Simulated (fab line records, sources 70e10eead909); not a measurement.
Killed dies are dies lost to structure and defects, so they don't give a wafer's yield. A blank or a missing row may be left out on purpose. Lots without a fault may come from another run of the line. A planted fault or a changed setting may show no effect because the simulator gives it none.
A struck lot beside a sound one | flow nand_harc | 15 steps out of a route of 1159
Sound: wafers L478.3, L478.4, L478.6. Struck: wafers L482.2, L482.3, L482.4. The cause comes at the end.
At each step with rows: each side's tool, then ch and its chambers, then its first start. Under that, the readings that differ: sound wafers | struck wafers | difference of the means | sigmas: that difference in standard deviations of wafers without a fault.
alike: readings whose means differ by less than 2 such deviations, and words and numbers that are the same on both sides. not compared: withheld readings, readings that some wafer has no value for, bounds like >300 that may hide the same value, and numbers for which the record gives no deviation and whose values overlap.
The two part at a step that has a row with sigmas, a row that says differs or no value, or rows on one side only. Numbers that don't overlap but have no deviation are shown without sigmas and don't part them. A reading that every wafer of one side lacks parts them only if that side has two wafers or more.

first, 1 step without rows for these wafers: NHARC_P_M0_DEVELOP_08 (develop time 35 s).
NHARC_P_M0_CD_MEAS_09: target cd 90 nm.
  sound on cd_sem-01 ch 0, day 7 17:25; struck on cd_sem-01 ch 0, day 8 12:16
  alike: cd_nm
NHARC_P_M0_OVL_MEAS_10: pitch 180 nm.
  sound on overlay-01, day 7 17:30; struck on overlay-01, day 8 12:22
  reading           | sound          | struck         | difference | sigmas
  overlay_x_nm (nm) | 1.4 0.5 0.1    | -1.3 -1.3 -1.0 | -1.9       | -2
  overlay_y_nm (nm) | -1.8 -1.6 -2.0 | 0.1 0.0 0.2    | +1.9       | +2
NHARC_P_M0_INSPECT_11:
  sound on defect_inspect-01, day 7 17:32; struck on defect_inspect-02, day 8 12:23
  alike: raw_defect_count
NHARC_P_M0_DESCUM_14: chemistry O2, time 3 s.
  sound on rie_diel-07 ch 1,2, day 7 17:35; struck on rie_diel-02 ch 0,1,2, day 8 12:27
  alike: drypump_motor_current_A, mfc_ar_sccm, oes_product_au, rf_vpp_V, showerhead_plenum_p_Torr, throttle_valve_pct
  not compared: rf_hours_counter_h
NHARC_P_M0_ETCH_34: etches the open film in N2/H2, target depth 40 nm, overetch 12 nm, time 43.94 s.
  sound on rie_diel-07 ch 0,1, day 7 17:41; struck on rie_diel-02 ch 1,2,3, day 8 12:32
  reading               | sound             | struck            | difference | sigmas
  oes_product_au (a.u.) | 0.983 0.994 0.989 | 1.026 1.016 1.010 | +0.029     | +3
  alike: drypump_motor_current_A, mfc_ar_sccm, rf_fwd_power_W, rf_vpp_V, showerhead_plenum_p_Torr, throttle_valve_pct
  not compared: rf_hours_counter_h
NHARC_P_M0_ETCH_15: etches the open film in C4F8/Ar, target depth 150 nm, overetch 15 nm, time 82.5 s.
  sound on rie_diel-07 ch 0,2,3; struck on rie_diel-02 ch 0,2,3
  reading               | sound             | struck            | difference | sigmas
  oes_product_au (a.u.) | 0.932 0.931 0.918 | 0.987 0.968 0.975 | +0.050     | +3
  alike: rf_fwd_power_W, rf_vpp_V
  not compared: rf_hours_counter_h
NHARC_P_M0_CD_MEAS_16:
  sound on cd_sem-03, day 7 17:54; struck on cd_sem-03, day 8 12:46
  alike: cd_nm
then, 2 steps without rows for these wafers: NHARC_P_M0_STRIP_18 (strips in N2/H2); NHARC_P_M0_STRIP_19 (strips in post etch residue remover, time 600 s).
NHARC_P_M0_DEGAS_28: time 60 s.
  sound on pvd_sputter-02, day 7 18:31; struck on pvd_sputter-01, day 8 13:22
  alike: heater_power_w
then, 1 step without rows for these wafers: NHARC_P_M0_PRE_CLEAN_29 (time 30 s).
NHARC_P_M0_PVD_20: deposits TaN, target thk 5 nm, time 8.06 s.
  sound on pvd_sputter-02, day 7 18:38; struck on pvd_sputter-01, day 8 13:45
  alike: throttle_valve_pct
NHARC_P_M0_PVD_21: deposits Cu, target thk 30 nm, time 20.49 s.
  sound on pvd_sputter-02; struck on pvd_sputter-01
  alike: throttle_valve_pct
-- the record jumps here: 14 days lie between the struck wafers' starts before and after (it left off in module P_M0 and takes up again in module END, whose first step shown is number 1159 of the route) --
NHARC_END_SORT_01:
  the record has rows for the struck wafers here (prober-02 ch 0, day 22 15:41) and none for the sound ones

WHERE THEY PART
First at NHARC_P_M0_OVL_MEAS_10; last, within this record, at NHARC_END_SORT_01.

WHY: what the simulator had put in
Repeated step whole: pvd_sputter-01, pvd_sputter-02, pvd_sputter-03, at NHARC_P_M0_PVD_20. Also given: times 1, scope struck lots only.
